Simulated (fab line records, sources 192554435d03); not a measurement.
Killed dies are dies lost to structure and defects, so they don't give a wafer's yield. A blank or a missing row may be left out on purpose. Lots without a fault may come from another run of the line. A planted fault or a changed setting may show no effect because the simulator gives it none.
fab line records | flow n5_finfet
record lots=7 wafers=21 last_day=18
route steps=1938 shown FIN_SAQP@118 BEOL_M4@1111
lots that met no fault: from a run of the same line without faults
start_h: hours from the record's first day to the start of the lot's first wafer shown | wait_h: hours since the lot's step before | " the same as in the row above | L1.1+2: a row that stands for several wafers | - no value, or no start given | * or withheld: withheld | < > ~ a bound
route shown NAME@n: a module of which the file shows steps, and the number in the route of the first | usual: mean/standard deviation of fault-free wafers | same: alike in all rows | chamber/n: place in a boat | sites: the reading at each site | _std_site: their standard deviation | _edge_site: outer sites' mean less inner sites' | radius_mm: how far each site lies from the wafer's centre | mask NAME#n: copy n | behind: the tool/chamber that last shaped the wafer | hold: why the lot was held/for how many hours/how that ended | device: the transistor (n, p or np) that didn't switch | end of line: the same wafers' tests at the end of the route | a step without rows: its recipe alone | killed: dies lost to structure and defects at the first sort, not the wafer's yield | map: a wafer's dies, x killed, . not, _ none there
set.NAME: the setting as run; set.NAME@STEP: as run at that earlier step | model.NAME: the simulator's own value behind a step, which no gauge read
lots at some steps of the route; a table a step, a row a wafer
services: from which hour (start_h, from the record's first day; less than 0 if before it) a tool's chamber was out of use, for how many hours, and why
## steps
# step N5_FIN_SAQP_HM_OPEN_73
# recipe chemistry=CHF3/O2 target=SiO2 stop_on=a-Si target_depth_a=120 over_etch_frac=1.8 mask_material=SOC time_s=16.8 pressure_mtorr=30 source_w=650 bias_w=170 Ar_flow_sccm=200 CHF3_flow_sccm=50 O2_flow_sccm=5 ion_energy_ev=200 ends=end_point
# step N5_FIN_SAQP_STRIP_74
# recipe chemistry=CHF3/O2 resist=SiARC rf_frequency_hz=6e+07
# step N5_FIN_SAQP_MANDREL_ETCH_22
# recipe target_depth_a=600 chemistry=HBr/Cl2 target=a-Si stop_on=SiNx bt_time_s=10 over_etch_frac=0.5 time_s=30 pressure_mtorr=10 icp_w=800 bias_w=75 HBr_flow_sccm=150 Cl2_flow_sccm=80 ends=end_point
# usual chamber_pressure_mTorr=9.999/0.0082 drypump_motor_current_A=5.7/0.5 oes_product_au=0.773/0.016 throttle_valve_pct=35.3/0.3
# same over_etch_frac=0.5
# columns lot.wafer tool chamber start_h wait_h chamber_pressure_mTorr drypump_motor_current_A oes_product_au rf_hours_counter_h throttle_valve_pct
L787.1 rie_si-01 3 24.08 0.0 9.995 4.8 0.741 89 35.4
L787.3 " 1 " " 10.010 5.8 0.776 148 35.3
L787.5 " 2 " " 10.003 5.3 0.774 - 35.7
L789.1 rie_si-04 1 35.67 0.0 9.991 5.1 0.775 8 34.9
L789.2 " 2 " " 10.009 5.2 0.753 110 35.0
L789.4 " 3 " " 9.996 5.3 0.789 179 34.7
L799.2 rie_si-03 3 94.39 0.0 10.005 6.4 0.792 90 35.3
L799.4 " 2 " " 10.004 5.9 0.772 3 35.3
L799.6 " 2 " " 9.996 5.9 0.781 - 35.3
L800.2 rie_si-03 3 101.14 0.0 10.009 6.3 0.786 90 35.3
L800.4 " 1 " " 10.000 6.1 0.773 140 35.9
L800.5 " 3 " " 10.007 6.4 0.802 - 35.3
L802.1 rie_si-01 3 112.40 0.0 10.003 4.8 0.744 91 35.4
L802.2 " 1 " " 9.985 5.8 0.800 150 35.2
L802.3 " 2 " " 9.998 5.3 0.766 38 35.7
L803.2 rie_si-01 2 118.12 0.0 10.000 5.3 0.784 38 35.6
L803.4 " 1 " " 9.996 5.8 0.804 150 35.2
L803.6 " 2 " " 10.006 5.3 0.780 - 35.7
L808.2 rie_si-04 1 148.68 0.0 9.993 5.2 0.772 10 34.9
L808.3 " 2 " " 10.007 5.2 0.759 112 35.0
L808.6 " 3 " " 9.992 5.3 0.777 - 34.7
# step N5_FIN_SAQP_STRIP_55
# recipe chemistry=N2/H2 power_w=500 temp_c=40 pressure_mtorr=50 rf_frequency_hz=6e+07 overash_fraction=0.3 bias_power_w=28 h2_frac=0.5 n2_flow_sccm=300 h2_flow_sccm=300
# usual chamber_pressure_mTorr=50.00/0.075 drypump_motor_current_A=5.7/0.57 oes_product_au=0.76/0.076 rf_vpp_V=121.7/1.5 showerhead_plenum_p_Torr=3.33/0.089 throttle_valve_pct=19.0/0.41
# same overash_fraction=0.3
# columns lot.wafer tool chamber start_h wait_h chamber_pressure_mTorr drypump_motor_current_A oes_product_au rf_hours_counter_h rf_vpp_V showerhead_plenum_p_Torr throttle_valve_pct
L787.1 rie_diel-05 0 24.18 0.1 50.14 6.1 0.70 247 122.7 3.31 19.1
L787.3 " 1 " " 49.93 5.8 0.74 196 122.1 3.33 18.9
L787.5 " 3 " " 50.01 6.0 0.74 - 124.7 3.49 19.1
L789.1 rie_diel-01 1 35.77 0.1 49.90 5.1 0.79 112 121.3 3.38 18.7
L789.2 " 0 " " 49.91 4.9 0.87 56 119.8 3.28 18.8
L789.4 " 3 " " 49.92 5.2 0.71 195 119.7 3.36 19.2
L799.2 rie_diel-06 0 94.49 0.1 49.94 5.6 0.80 135 123.5 3.37 18.7
L799.4 " 1 " " 49.98 4.9 0.80 123 121.2 3.25 18.8
L799.6 " 0 " " 49.98 5.6 0.78 - 122.8 3.36 18.7
L800.2 rie_diel-05 3 101.24 0.1 50.08 6.1 0.72 179 125.9 3.47 19.1
L800.4 " 0 " " 49.91 6.2 0.93 19 121.3 3.30 18.7
L800.5 " 3 " " 50.02 6.1 0.72 - 123.8 3.47 19.1
L802.1 rie_diel-05 3 112.53 0.1 50.00 6.1 0.72 184 123.1 3.47 19.1
L802.2 " 1 " " 49.89 5.8 0.72 223 120.9 3.31 18.9
L802.3 " 0 " " 50.01 6.1 0.91 25 121.4 3.29 18.7
L803.2 rie_diel-06 2 118.22 0.1 49.94 6.6 0.68 223 121.0 3.20 19.0
L803.4 " 3 " " 49.97 5.5 0.70 195 122.4 3.23 19.8
L803.6 " 1 " " 49.99 4.8 0.79 - 120.5 3.24 18.8
L808.2 rie_diel-01 3 148.79 0.1 50.01 5.3 0.68 236 122.3 3.33 19.3
L808.3 " 0 " " 50.04 4.9 0.83 96 120.4 3.26 18.8
L808.6 " 2 " " 49.95 6.3 0.86 - 121.8 3.40 18.2
# step N5_FIN_SAQP_STRIP_23
# recipe chemistry=SPM time_s=750 temp_c=130 h2so4_h2o2_vol_ratio=4
# step N5_FIN_SAQP_SRD_66
# recipe dry=ipa_marangoni time_s=30 temp_c=23 rinse_liquid=diw
# step N5_FIN_SAQP_RECESS_75
# recipe chemistry=HF/NH3 target=SiO2 target_depth_a=144 afs_cycles=3 temp_c=30 sublimation_temp_c=180 sublimation_time_s=60
# usual drypump_motor_current_A=6.19/0.23
# columns lot.wafer tool chamber start_h wait_h drypump_motor_current_A
L787.1 vapor_etch-02 0 24.51 0.0 5.90
L787.3 " 0 " " 5.90
L787.5 " 0 " " 5.90
L789.1 vapor_etch-02 1 36.51 0.4 6.36
L789.2 " 0 " " 5.89
L789.4 " 0 " " 5.87
L799.2 vapor_etch-02 0 94.82 0.0 5.89
L799.4 " 1 " " 6.34
L799.6 " 0 " " 5.90
L800.2 vapor_etch-01 0 101.82 0.3 6.18
L800.4 " 0 " " 6.20
L800.5 " 0 " " 6.18
L802.1 vapor_etch-02 0 112.85 0.0 5.90
L802.2 " 1 " " 6.28
L802.3 " 0 " " 5.90
L803.2 vapor_etch-01 0 118.54 0.0 6.16
L803.4 " 0 " " 6.16
L803.6 " 1 " " 6.53
L808.2 vapor_etch-01 0 149.33 0.2 6.21
L808.3 " 0 " " 6.24
L808.6 " 1 " " 6.54
# step N5_FIN_SAQP_SPACER1_ALD_24
# recipe material=SiO2 target_thk_a=203 temp_c=300 ald_precursor_family=BDEAS ald_co_reactant=O2-plasma pulse_time_s=1 purge_time_s=2 co_reactant_purge_time_s=2 ald_cycles=218 pressure_torr=2
# step N5_FIN_SAQP_SPACER1_ETCHBACK_25
# recipe chemistry=CHF3/O2 mode=anisotropic_etchback target=SiO2 target_depth_a=244 time_s=12.2 pressure_mtorr=30 source_w=650 bias_w=170 Ar_flow_sccm=200 CHF3_flow_sccm=50 O2_flow_sccm=5 ion_energy_ev=200
# usual chamber_pressure_mTorr=29.999/0.029 drypump_motor_current_A=5.7/0.59 oes_ar_750_au=0.76/0.07 oes_product_au=0.76/0.07 rf_vpp_V=526/7 showerhead_plenum_p_Torr=2.38/0.07 throttle_valve_pct=18.97/0.23
# columns lot.wafer tool chamber start_h wait_h chamber_pressure_mTorr drypump_motor_current_A oes_ar_750_au oes_product_au rf_hours_counter_h rf_vpp_V showerhead_plenum_p_Torr throttle_valve_pct
L787.1 rie_diel-06 3 25.72 0.4 30.027 5.5 0.72 0.72 163 530 2.32 19.09
L787.3 " 0 " " 29.996 5.6 0.82 0.81 114 524 2.45 18.95
L787.5 " 2 " " 30.046 6.6 0.71 0.71 - 521 2.31 18.86
L789.1 rie_diel-01 1 37.86 0.4 29.995 5.0 0.78 0.78 112 526 2.41 18.74
L789.2 " 2 " " 29.959 6.5 0.93 0.92 16 520 2.48 18.45
L789.4 " 0 " " 29.992 4.9 0.85 0.87 57 531 2.34 18.86
L799.2 rie_diel-05 3 95.92 0.4 30.011 6.1 0.74 0.74 177 529 2.50 19.26
L799.4 " 2 " " 29.985 5.5 0.68 0.68 220 538 2.48 18.74
L799.6 " 3 " " 29.978 6.1 0.73 0.73 - 530 2.50 19.26
L800.2 rie_diel-06 1 104.09 0.4 30.003 4.8 0.78 0.79 126 517 2.35 19.26
L800.4 " 3 " " 30.022 5.4 0.71 0.71 190 531 2.31 19.13
L800.5 " 2 " " 29.983 6.6 0.69 0.69 - 520 2.30 18.89
L802.1 rie_diel-01 3 114.01 0.4 29.994 5.2 0.69 0.69 223 536 2.38 18.98
L802.2 " 1 " " 29.979 5.1 0.75 0.76 137 526 2.40 18.77
L802.3 " 2 " " 30.025 6.4 0.87 0.88 42 519 2.47 18.51
L803.2 rie_diel-06 1 120.37 0.4 29.981 4.8 0.79 0.78 130 516 2.34 19.27
L803.4 " 0 " " 30.057 5.6 0.79 0.79 142 524 2.44 18.98
L803.6 " 3 " " 29.975 5.5 0.70 0.70 - 531 2.31 19.11
L808.2 rie_diel-06 1 150.51 0.5 29.966 4.9 0.77 0.76 141 517 2.34 19.28
L808.3 " 3 " " 29.958 5.4 0.69 0.69 208 532 2.30 19.14
L808.6 " 2 " " 30.027 6.6 0.68 0.68 - 519 2.29 18.93
# step N5_FIN_SAQP_MANDREL1_REMOVE_56
# recipe chemistry=HBr/Cl2/O2 bt_time_s=10 target=a-Si stop_on=SiNx endpoint=OES-SiCl over_etch_frac=1 icp_w=600 bias_w=22 HBr_flow_sccm=150 Cl2_flow_sccm=80 O2_flow_sccm=5 pressure_mtorr=10
# step N5_FIN_SAQP_CD_MEAS_27
# recipe target_cd_nm=20 landing_energy_ev=1000 detector=se_inlens polarity=line
# usual cd_nm=20.24/0.23
# columns lot.wafer tool chamber start_h wait_h cd_nm
L787.1 cd_sem-01 0 25.92 0.1 20.05
L787.3 " 0 " " 20.19
L787.5 " 0 " " 20.31
L789.1 cd_sem-01 0 38.06 0.1 20.12
L789.2 " 0 " " 19.48
L789.4 " 0 " " 20.07
L799.2 cd_sem-03 0 96.12 0.1 19.52
L799.4 " 0 " " 20.39
L799.6 " 0 " " 20.16
L800.2 cd_sem-02 0 104.29 0.1 20.79
L800.4 " 0 " " 20.57
L800.5 " 0 " " 20.62
L802.1 cd_sem-02 0 114.20 0.1 20.45
L802.2 " 0 " " 20.17
L802.3 " 0 " " 20.50
L803.2 cd_sem-01 0 120.57 0.1 20.08
L803.4 " 0 " " 20.23
L803.6 " 0 " " 20.19
L808.2 cd_sem-03 0 150.71 0.1 20.17
L808.3 " 0 " " 20.34
L808.6 " 0 " " 20.10
# step N5_FIN_SAQP_ETCH_57
# recipe chemistry=CH3F/O2 target=SiNx mask_material=SiO2 target_depth_a=325 time_s=46.4 pressure_mtorr=30 source_w=395 bias_w=73 Ar_flow_sccm=150 CH3F_flow_sccm=30 O2_flow_sccm=20 ion_energy_ev=120 ends=cleared
# usual chamber_pressure_mTorr=29.998/0.026 drypump_motor_current_A=5.6/0.6 etch_rf_on_time_s=45.9/0.83 oes_ar_750_au=0.76/0.066 oes_product_au=0.65/0.057 rf_vpp_V=298/3.7 showerhead_plenum_p_Torr=1.97/0.056 throttle_valve_pct=16.40/0.2
# columns lot.wafer tool chamber start_h wait_h chamber_pressure_mTorr drypump_motor_current_A etch_rf_on_time_s oes_ar_750_au oes_product_au rf_hours_counter_h rf_vpp_V showerhead_plenum_p_Torr throttle_valve_pct
L787.1 rie_diel-06 2 25.96 0.0 30.009 6.6 45.7 0.71 0.61 191 294 1.91 16.29
L787.3 " 0 " " 29.996 5.6 45.3 0.81 0.69 114 298 2.04 16.37
L787.5 " 0 " " 29.996 5.6 45.8 0.82 0.69 - 298 2.04 16.38
L789.1 rie_diel-05 3 38.11 0.0 30.029 6.1 45.8 0.75 0.64 157 301 2.08 16.65
L789.2 " 1 " " 29.994 5.7 45.7 0.74 0.62 200 298 1.99 16.49
L789.4 " 3 " " 30.011 6.1 46.7 0.74 0.63 - 301 2.08 16.64
L799.2 rie_diel-06 2 96.16 0.0 30.001 6.6 44.9 0.69 0.59 216 295 1.90 16.33
L799.4 " 3 " " 29.991 5.5 46.9 0.70 0.61 188 303 1.91 16.57
L799.6 " 0 " " 29.923 5.6 45.1 0.80 0.68 - 298 2.03 16.40
L800.2 rie_diel-01 3 104.33 0.0 29.995 5.2 46.6 0.69 0.59 219 304 1.97 16.41
L800.4 " 0 " " 29.971 4.9 46.6 0.83 0.71 79 302 1.94 16.32
L800.5 " 2 " " 30.031 6.4 45.1 0.89 0.75 - 294 2.05 15.93
L802.1 rie_diel-06 3 114.26 0.1 30.028 5.4 46.6 0.70 0.60 193 301 1.91 16.56
L802.2 " 0 " " 29.983 5.6 45.6 0.80 0.68 141 298 2.03 16.45
L802.3 " 2 " " 29.974 6.6 46.2 0.68 0.58 222 295 1.90 16.34
L803.2 rie_diel-01 3 120.65 0.1 30.003 5.2 47.7 0.69 0.59 225 303 1.97 16.43
L803.4 " 0 " " 30.034 4.9 46.6 0.82 0.71 84 303 1.94 16.34
L803.6 " 0 " " 29.998 4.9 46.9 0.82 0.71 - 301 1.94 16.35
L808.2 rie_diel-01 0 150.76 0.0 30.037 4.9 46.3 0.81 0.69 97 302 1.93 16.36
L808.3 " 1 " " 29.982 5.1 45.8 0.75 0.64 151 298 1.99 16.23
L808.6 " 0 " " 30.010 4.9 47.0 0.80 0.69 - 302 1.93 16.36
# step N5_FIN_SAQP_ETCH_65
# recipe chemistry=CF4 target=SiO2 target_depth_a=40 ion_energy_ev=350 time_s=4.4 pressure_mtorr=10 icp_w=800 bias_w=400 cf4_flow_sccm=80
# usual chamber_pressure_mTorr=10.000/0.0084 drypump_motor_current_A=5.6/0.47 oes_product_au=1.006/0.024 throttle_valve_pct=21.68/0.21
# columns lot.wafer tool chamber start_h wait_h chamber_pressure_mTorr drypump_motor_current_A oes_product_au rf_hours_counter_h throttle_valve_pct model.etch.depth_nm
L787.1 rie_si-04 3 26.07 0.1 9.998 5.3 1.002 179 21.33 3.989
L787.3 " 0 " " 10.005 5.9 1.047 75 21.85 4.167
L787.5 " 2 " " 9.995 5.2 0.977 - 21.72 3.898
L789.1 rie_si-01 1 38.22 0.1 10.013 5.8 1.028 148 21.82 3.985
L789.2 " 2 " " 10.004 5.3 1.008 36 22.13 3.984
L789.4 " 0 " " 9.990 6.3 1.021 33 21.63 4.06
L799.2 rie_si-01 1 96.27 0.1 9.996 5.8 1.035 149 21.81 3.715
L799.4 " 0 " " 10.006 6.3 1.009 34 21.63 4.035
L799.6 " 3 " " 10.017 4.8 0.970 - 21.59 3.938
L800.2 rie_si-01 3 104.44 0.1 9.998 4.8 0.962 91 21.57 3.6
L800.4 " 2 " " 9.990 5.3 1.010 38 22.14 3.959
L800.5 " 1 " " 9.992 5.8 1.026 - 21.81 3.989
L802.1 rie_si-01 2 114.37 0.1 10.009 5.3 1.004 38 22.12 3.667
L802.2 " 1 " " 10.009 5.8 1.033 150 21.81 3.723
L802.3 " 0 " " 10.002 6.4 1.016 34 21.62 4.038
L803.2 rie_si-04 0 120.75 0.1 10.003 5.9 1.034 76 21.86 4.123
L803.4 " 3 " " 9.988 5.3 1.014 181 21.32 3.987
L803.6 " 3 " " 10.008 5.3 1.009 - 21.30 3.984
L808.2 rie_si-03 2 150.86 0.1 10.008 5.8 1.011 4 21.67 4.035
L808.3 " 1 " " 10.014 6.2 0.979 141 21.86 3.947
L808.6 " 2 " " 10.001 5.9 1.021 - 21.66 4.069
# step N5_FIN_SAQP_MANDREL_ETCH_58
# recipe chemistry=HBr/Cl2 target=a-Si target_depth_a=450 bt_time_s=10 stop_on=SiNx mask_material=SiO2 over_etch_frac=0.8 time_s=27 pressure_mtorr=10 icp_w=800 bias_w=75 HBr_flow_sccm=150 Cl2_flow_sccm=80 ends=end_point
# step N5_BEOL_M4_RC_MEAS_101
# usual DIBL_N=36.0/1.8 DIBL_P=36.3/2.4 IOFF_N=0.16/0.035 IOFF_P=0.21/0.036 ION_N=673/13 ION_P=461/7.2 SS_N=71.4/0.6 SS_P=73.2/0.7 VT_N=250/4 VT_P=-250.9/2.9
# columns lot.wafer tool chamber start_h wait_h DIBL_N[mV/V] DIBL_P[mV/V] IOFF_N[nA/um] IOFF_P[nA/um] ION_N[uA/um] ION_P[uA/um] SS_N[mV/dec] SS_P[mV/dec] VT_N[mV] VT_P[mV]
L787.1 prober-01 0 159.78 0.0 37.7 37.1 0.19 0.26 683 470 71.3 73.7 245 -248.4
L787.3 " 0 " " 35.2 34.2 0.14 0.21 676 467 71.1 72.2 251 -249.9
L787.5 " 0 " " 37.9 38.5 0.20 0.29 688 477 71.5 73.8 244 -245.4
L789.1 prober-01 0 191.19 0.0 37.9 40.6 0.20 0.27 688 469 71.1 73.8 248 -247.2
L789.2 " 0 " " 37.4 39.3 0.19 0.25 693 477 71.5 74.7 248 -248.0
L789.4 " 0 " " 35.5 36.9 0.16 0.20 670 467 70.9 72.8 251 -250.3
L799.2 prober-01 0 248.23 0.2 34.3 33.0 0.11 0.16 647 447 72.1 71.8 254 -256.0
L799.4 " 0 " " 35.6 35.8 0.14 0.19 659 459 71.1 73.6 248 -254.0
L799.6 " 0 " " 35.3 33.7 0.13 0.16 668 456 70.9 72.8 254 -255.8
L800.2 prober-01 0 250.27 0.2 35.8 36.5 0.15 0.23 676 464 71.2 73.2 251 -247.1
L800.4 " 0 " " 35.6 35.1 0.15 0.21 662 458 71.7 72.4 251 -247.1
L800.5 " 0 " " 34.5 34.2 0.13 0.20 673 464 71.3 72.0 252 -248.3
L802.1 prober-02 0 264.36 0.0 37.3 38.8 0.17 0.20 677 458 72.3 73.8 251 -254.0
L802.2 " 0 " " 35.2 36.0 0.12 0.17 658 449 70.8 72.9 256 -258.4
L802.3 " 0 " " 34.2 34.1 0.12 0.15 660 448 70.7 72.3 258 -256.6
L803.2 prober-01 0 276.11 0.2 37.0 36.1 0.16 0.20 670 454 71.7 73.3 252 -253.1
L803.4 " 0 " " 33.8 33.0 0.12 0.16 660 458 70.5 72.4 256 -254.9
L803.6 " 0 " " 32.8 30.6 0.10 0.13 646 442 69.7 71.9 260 -255.0
L808.2 prober-01 0 316.53 0.2 37.0 35.1 0.16 0.21 658 455 71.8 73.0 250 -250.3
L808.3 " 0 " " 33.7 31.9 0.10 0.16 652 455 70.8 72.6 256 -254.5
L808.6 " 0 " " 34.6 33.9 0.11 0.18 654 457 71.3 73.2 254 -254.1
## services
# columns tool chamber start_h hours kind
rie_diel-01 0 3.38 4.8 repair
rie_diel-01 - 31.03 4.3 pm
rie_diel-05 0 35.02 - clean
rie_diel-05 0 35.02 - consumable_replace:focus_ring
rie_diel-05 0 35.02 12.9 scheduled_down
rie_diel-05 0 35.02 12.9 vent_cycle
vapor_etch-02 - 50.42 2.8 pm
rie_diel-05 1 57.17 13.0 repair
rie_si-04 0 78.27 18.3 repair
rie_diel-06 0 82.08 7.0 repair
rie_si-01 0 90.11 5.1 repair
rie_diel-01 - 90.23 0.2 repair
rie_si-01 3 125.67 4.9 repair
rie_diel-05 - 147.49 16.3 repair
## key
first_sign none at tools or gauges
model_effect step=N5_FIN_SAQP_ETCH_65 value=etch.depth_nm without=3.993 struck=3.676
met_at N5_FIN_SAQP_ETCH_65
struck_wafers L799.2,L800.2,L802.1,L802.2
onset_between 38.22 96.27
fault kind=process_parameter_drift tool=rie_si-01 chamber=- onset_h=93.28 steps=N5_FIN_SAQP_ETCH_65 channel=time_s offset=* shape=step end_h=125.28 scope=struck_wafers_only acts_in=* stated=*
